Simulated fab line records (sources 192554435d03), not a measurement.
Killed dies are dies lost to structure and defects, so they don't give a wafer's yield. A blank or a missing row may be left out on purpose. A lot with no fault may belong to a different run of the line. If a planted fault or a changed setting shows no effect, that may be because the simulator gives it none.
Chamber matching || flow n5-finfet || cmp-02 running N5_BEOL_M10_CMP_52: 4 sister chambers
The step polishes, stops on SiCOH lowk, t overpolish 7 s, target thk 140 nm. 4 wafers are shown with their chamber, then 8 later ones without.

## EACH WAFER AND ITS CHAMBER
{"wafer": "L280.3", "chamber": 2, "overpolish-run-s (s)": 7.011}
{"wafer": "L279.4", "chamber": 0, "overpolish-run-s (s)": 7.024}
{"wafer": "L279.5", "chamber": 1, "overpolish-run-s (s)": 6.993}
{"wafer": "L278.1", "chamber": 3, "overpolish-run-s (s)": 7.011}

## WAFERS WHOSE CHAMBER IS MISSING
{"wafer": "L278.2", "overpolish-run-s (s)": 6.999}
{"wafer": "L278.4", "overpolish-run-s (s)": 7.022}
{"wafer": "L284.3", "overpolish-run-s (s)": 6.987}
{"wafer": "L284.4", "overpolish-run-s (s)": 7.006}
{"wafer": "L284.5", "overpolish-run-s (s)": 7.001}
{"wafer": "L285.1", "overpolish-run-s (s)": 7.006}
{"wafer": "L285.3", "overpolish-run-s (s)": 7.003}
{"wafer": "L285.6", "overpolish-run-s (s)": 6.999}

## THE CHAMBER EACH PASSED THROUGH
{"wafer": "L278.2", "from the rows above": "can't be placed: 1 or 2 or 3", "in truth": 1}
{"wafer": "L278.4", "from the rows above": "can't be placed: 0 or 2 or 3", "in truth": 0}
{"wafer": "L284.3", "from the rows above": 1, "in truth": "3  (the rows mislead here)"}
{"wafer": "L284.4", "from the rows above": "can't be placed: 2 or 3 or 1", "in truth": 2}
{"wafer": "L284.5", "from the rows above": "can't be placed: 1 or 2 or 3", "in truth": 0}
{"wafer": "L285.1", "from the rows above": "can't be placed: 2 or 3 or 1", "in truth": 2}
{"wafer": "L285.3", "from the rows above": "can't be placed: 2 or 3 or 1", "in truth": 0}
{"wafer": "L285.6", "from the rows above": "can't be placed: 1 or 2 or 3", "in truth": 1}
Correctly placed: 0 of 8. From these rows, 7 cannot be placed; in 5 the true chamber is one of the candidates. Number placed wrongly: 1.
How it was worked out, from the rows above alone: a wafer's distance from a chamber is the root of the sum, over the readings, of the square of ((its reading less the chamber's mean) divided by the reading's scatter). If the next closest chamber is less than 2 further off than the closest, the wafer can't be placed; otherwise it belongs to the closest. The mean given for a chamber averages the wafers shown for that chamber. The scatter: root of mean squared gap, hidden wafer to nearest shown wafer, with one shown wafer a chamber.
